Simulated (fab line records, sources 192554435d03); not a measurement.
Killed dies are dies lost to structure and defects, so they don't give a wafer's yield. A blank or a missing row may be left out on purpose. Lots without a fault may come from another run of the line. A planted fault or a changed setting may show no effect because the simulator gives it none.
Which tool did it? | flow n5_finfet | 9 lots, 27 wafers sampled, at 6 steps of a route of 1938

WHAT THE GAUGES READ, wafer by wafer
N5_ILD0_THK_MEAS_13. Usual: thk_nm 17.6 nm, standard deviation 1.1.
lot  | measured    | on            | thk_nm (nm)    | flag
L288 | day 3 23:25 | film_metro-02 | 17.2 16.5 17.2 |
L289 | day 4 06:44 | film_metro-01 | 17.4 16.3 17.5 |
L291 | day 4 16:44 | film_metro-01 | 17.3 18.9 17.0 |
L295 | day 5 21:43 | film_metro-01 | 17.3 19.1 17.3 |
L296 | day 6 04:23 | film_metro-02 | 17.6 19.8 18.2 |
L299 | day 6 23:11 | film_metro-02 | 18.3 16.7 17.3 |
L301 | day 7 05:48 | film_metro-01 | 18.6 16.3 18.1 |
L308 | day 8 22:50 | film_metro-01 | 18.1 15.1 16.5 |
L310 | day 9 10:53 | film_metro-02 | 15.7 15.8 14.7 |

N5_SDB_THK_MEAS_31. Usual: SDB_THK 64.6 nm, standard deviation 1.2.
lot  | measured    | on            | SDB_THK (nm)   | flag
L288 | day 4 04:01 | film_metro-02 | 64.2 64.4 64.1 |
L289 | day 4 11:02 | film_metro-01 | 64.7 65.2 64.6 |
L291 | day 4 21:37 | film_metro-02 | 64.8 66.3 65.5 |
L295 | day 6 02:09 | film_metro-01 | 64.2 65.9 63.6 |
L296 | day 6 09:12 | film_metro-01 | 64.4 65.5 63.9 |
L299 | day 7 03:38 | film_metro-01 | 65.7 67.2 65.7 |
L301 | day 7 10:45 | film_metro-02 | 63.6 62.0 62.1 |
L308 | day 9 04:18 | film_metro-01 | 66.7 63.0 64.8 |
L310 | day 9 15:29 | film_metro-02 | 64.9 62.1 65.3 |

N5_SDB_INSPECT_36: inspects for defects (darkfield). Usual: raw_defect_count 39, standard deviation 17.
lot  | measured    | on                | raw_defect_count | flag
L288 | day 4 04:03 | defect_inspect-02 | 46 38 35         |
L289 | day 4 11:04 | defect_inspect-01 | 31 35 69         |
L291 | day 4 21:38 | defect_inspect-01 | 22 48 25         |
L295 | day 6 02:10 | defect_inspect-01 | 24 41 54         |
L296 | day 6 09:13 | defect_inspect-01 | 47 27 29         |
L299 | day 7 03:39 | defect_inspect-02 | 53 66 70         |
L301 | day 7 10:47 | defect_inspect-01 | 34 39 25         |
L308 | day 9 04:19 | defect_inspect-02 | 30 28 25         |
L310 | day 9 15:31 | defect_inspect-02 | 20 45 26         |

N5_BEOL_M4_RC_MEAS_101. Usual: DIBL_N 36.2 mV/V, standard deviation 1.7; DIBL_P 36.2 mV/V, standard deviation 2.2; IOFF_N 0.16 nA/um, standard deviation 0.035; IOFF_P 0.21 nA/um, standard deviation 0.042; ION_N 673 uA/um, standard deviation 13; ION_P 462 uA/um, standard deviation 7.9; SS_N 71.4 mV/dec, standard deviation 0.59; SS_P 73.2 mV/dec, standard deviation 0.7; VT_N 250 mV, standard deviation 3.6; VT_P -251 mV, standard deviation 3.5.
lot  | measured     | on        | DIBL_N (mV/V)  | DIBL_P (mV/V)  | IOFF_N (nA/um) | IOFF_P (nA/um) | ION_N (uA/um) | ION_P (uA/um) | SS_N (mV/dec)  | SS_P (mV/dec)  | VT_N (mV)   | VT_P (mV)      | flag
L288 | day 7 23:13  | prober-01 | 36.3 38.7 36.4 | 36.1 40.1 38.5 | 0.14 0.21 0.17 | 0.19 0.25 0.22 | 653 688 674   | 446 461 465   | 70.9 72.5 71.4 | 73.0 74.0 73.9 | 250 243 248 | -252 -247 -251 |
L289 | day 8 05:29  | prober-01 | 33.7 35.4 35.9 | 35.2 37.1 37.6 | 0.14 0.16 0.18 | 0.21 0.23 0.23 | 667 674 682   | 469 473 473   | 70.5 71.1 71.9 | 72.9 73.2 74.0 | 252 250 248 | -250 -248 -250 |
L291 | day 8 10:10  | prober-02 | 35.5 34.1 36.4 | 34.9 33.8 35.9 | 0.14 0.12 0.17 | 0.19 0.18 0.21 | 667 673 689   | 464 467 467   | 70.9 70.8 71.2 | 73.4 72.8 72.6 | 251 250 247 | -251 -254 -250 |
L295 | day 10 02:51 | prober-01 | 35.0 37.7 35.9 | 34.7 37.1 35.6 | 0.13 0.17 0.14 | 0.21 0.25 0.24 | 654 668 655   | 466 464 464   | 71.3 71.3 70.4 | 72.4 73.0 72.9 | 254 250 252 | -251 -247 -247 |
L296 | day 10 17:28 | prober-01 | 38.1 37.1 38.6 | 38.7 37.4 39.1 | 0.19 0.17 0.19 | 0.24 0.22 0.25 | 695 678 681   | 468 464 466   | 72.1 72.0 72.6 | 73.9 73.7 74.6 | 248 250 245 | -246 -250 -246 |
L299 | day 11 04:16 | prober-02 | 35.3 37.7 37.8 | 34.2 37.2 38.8 | 0.12 0.16 0.16 | 0.16 0.19 0.22 | 662 686 677   | 457 458 464   | 70.2 71.1 72.0 | 72.5 73.5 73.0 | 255 249 250 | -255 -253 -252 |
L301 | day 11 04:55 | prober-01 | 37.7 34.2 35.3 | 39.0 34.5 36.8 | 0.17 0.12 0.14 | 0.26 0.19 0.22 | 668 659 666   | 463 464 460   | 71.2 71.6 71.3 | 73.8 72.0 73.0 | 251 252 250 | -245 -250 -248 |
L308 | day 13 14:12 | prober-01 | 37.8 36.2 37.1 | 37.2 34.0 34.9 | 0.16 0.12 0.15 | 0.25 0.19 0.21 | 669 673 675   | 459 462 470   | 71.8 71.5 70.9 | 73.6 72.6 72.3 | 247 255 249 | -247 -251 -249 |
L310 | day 13 17:47 | prober-01 | 34.9 35.1 34.1 | 36.8 35.5 35.1 | 0.15 0.14 0.13 | 0.17 0.16 0.16 | 665 672 666   | 450 451 454   | 70.6 71.4 71.0 | 73.9 73.2 73.1 | 252 252 255 | -257 -259 -258 |

WHICH TOOL RAN EACH LOT (tool, then ch and the chambers of the sampled wafers, then the start)
lot  | N5_HKMG_FIN_COAT_42              | N5_HKMG_FIN_ETCH_54
L288 | litho_track-05 ch 0, day 4 05:23 | rie_diel-01 ch 0,2, day 4 06:02
L289 | litho_track-04 ch 0, day 4 12:23 | rie_diel-03 ch 0,1,3, day 4 13:19
L291 | litho_track-05 ch 0, day 4 22:59 | rie_diel-03 ch 1,2, day 4 23:35
L295 | litho_track-05 ch 0, day 6 03:20 | rie_diel-01 ch 1,2, day 6 03:50
L296 | litho_track-04 ch 0, day 6 10:41 | rie_diel-01 ch 0,1,3, day 6 11:02
L299 | litho_track-03 ch 0, day 7 05:00 | rie_diel-01 ch 0,1,3, day 7 05:22
L301 | litho_track-03 ch 0, day 7 12:06 | rie_diel-03 ch 1,2,3, day 7 12:28
L308 | litho_track-03 ch 0, day 9 06:06 | rie_diel-04 ch 0,2,3, day 9 06:28
L310 | litho_track-03 ch 0, day 9 17:02 | rie_diel-04 ch 1,3, day 9 17:32
- N5_HKMG_FIN_COAT_42: time 60 s, resist thk 35 nm.
- N5_HKMG_FIN_ETCH_54: etches SiARC in CF4, target depth 45.5 nm, time 75.8 s.

WHAT THE TOOLS THEMSELVES READ (means of the sampled wafers that have a number; where no wafer has one, the mark that the record gives instead)
N5_HKMG_FIN_COAT_42. Usual: resist_line_temp_C 23.01 C, standard deviation 0.11; spin_speed_rpm 1499.9 rpm, standard deviation 1.1.
lot  | tool           | resist_line_temp_C (C) | spin_speed_rpm (rpm) | flag
L288 | litho_track-05 | 22.85                  | 1499.8               |
L289 | litho_track-04 | 23.01                  | 1500.0               |
L291 | litho_track-05 | 22.93                  | 1501.3               |
L295 | litho_track-05 | 23.05                  | 1500.5               |
L296 | litho_track-04 | 22.99                  | 1498.9               |
L299 | litho_track-03 | 23.09                  | 1499.9               |
L301 | litho_track-03 | 23.10                  | 1500.8               |
L308 | litho_track-03 | 22.99                  | 1686.8               | OFF
L310 | litho_track-03 | 22.85                  | 1686.4               | OFF

N5_HKMG_FIN_ETCH_54. Usual: cf4_flow_sccm 100.01 sccm, standard deviation 0.3; drypump_motor_current_A 5.6 A, standard deviation 0.45; etch_rf_on_time_s 75.4 s, standard deviation 1.3; oes_product_au 0.65 a.u., standard deviation 0.053; rf_fwd_power_W 539.3 W, standard deviation 2.7; rf_vpp_V 184.3 V, standard deviation 0.97; showerhead_plenum_p_Torr 2.17 Torr, standard deviation 0.057; throttle_valve_pct 15.56 %, standard deviation 0.14.
lot  | tool        | cf4_flow_sccm (sccm) | drypump_motor_current_A (A) | etch_rf_on_time_s (s) | oes_product_au (a.u.) | rf_fwd_power_W (W) | rf_vpp_V (V) | showerhead_plenum_p_Torr (Torr) | throttle_valve_pct (%) | flag
L288 | rie_diel-01 | 100.20               | 5.1                         | 75.6                  | 0.65                  | 539.4              | 183.4        | 2.09                            | 15.56                  |
L289 | rie_diel-03 | 99.99                | 5.6                         | 75.7                  | 0.66                  | 538.6              | 185.6        | 2.21                            | 15.43                  |
L291 | rie_diel-03 | 100.07               | 5.3                         | 75.7                  | 0.67                  | 541.7              | 184.4        | 2.15                            | 15.37                  |
L295 | rie_diel-01 | 100.11               | 5.0                         | 74.0                  | 0.63                  | 539.7              | 184.1        | 2.16                            | 15.62                  |
L296 | rie_diel-01 | 100.30               | 5.7                         | 75.1                  | 0.67                  | 538.0              | 184.6        | 2.21                            | 15.50                  |
L299 | rie_diel-01 | 99.85                | 5.7                         | 74.2                  | 0.67                  | 538.4              | 184.0        | 2.21                            | 15.52                  |
L301 | rie_diel-03 | 100.22               | 5.5                         | 76.4                  | 0.63                  | 540.2              | 184.0        | 2.16                            | 15.53                  |
L308 | rie_diel-04 | 99.99                | 6.0                         | 72.3                  | 0.61                  | 540.3              | 183.8        | 2.15                            | 15.69                  |
L310 | rie_diel-04 | 100.00               | 5.9                         | 71.6                  | 0.64                  | 538.0              | 184.0        | 2.19                            | 15.65                  |

THE ANSWER, worked out from the rows above alone
Rule: a lot is off if the mean of its wafers that have a number lies more than 3 standard deviations from the usual mean. A lot without any number at a reading at which 4 lots or more have one is off too. The other lots that the step has rows for count as sound. The gauges are gone through in route order, then the tools' own readings, and for those a lot's mean is taken as printed above. The first step at which some lot is off is used, and at that step the reading that is off furthest; a lot without a number counts as furthest.
Off: L308, L310, at N5_HKMG_FIN_COAT_42 (spin_speed_rpm).
A tool fits if, at that step or a process step before it, it ran every lot that is off, and no sound lot after the first of them. One fits: litho_track-03 at N5_HKMG_FIN_COAT_42. Its last sound lot is L301 (day 7 12:06), its first lot that is off L308 (day 9 06:06): a fault that began between those two fits.
The tool's own readings at N5_HKMG_FIN_COAT_42 bear it out: on the lots that are off they differ by more than 5 times the standard deviation of the sound lots' means. spin_speed_rpm reads 1686.6 rpm there against 1500.2 rpm on the sound lots.

WHAT THE SIMULATOR HAD PUT IN
Process parameter drift: litho_track-03, from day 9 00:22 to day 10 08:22, at N5_HKMG_FIN_COAT_42. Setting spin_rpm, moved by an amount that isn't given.
Lots struck among those shown: L308, L310. The rule above found the same.
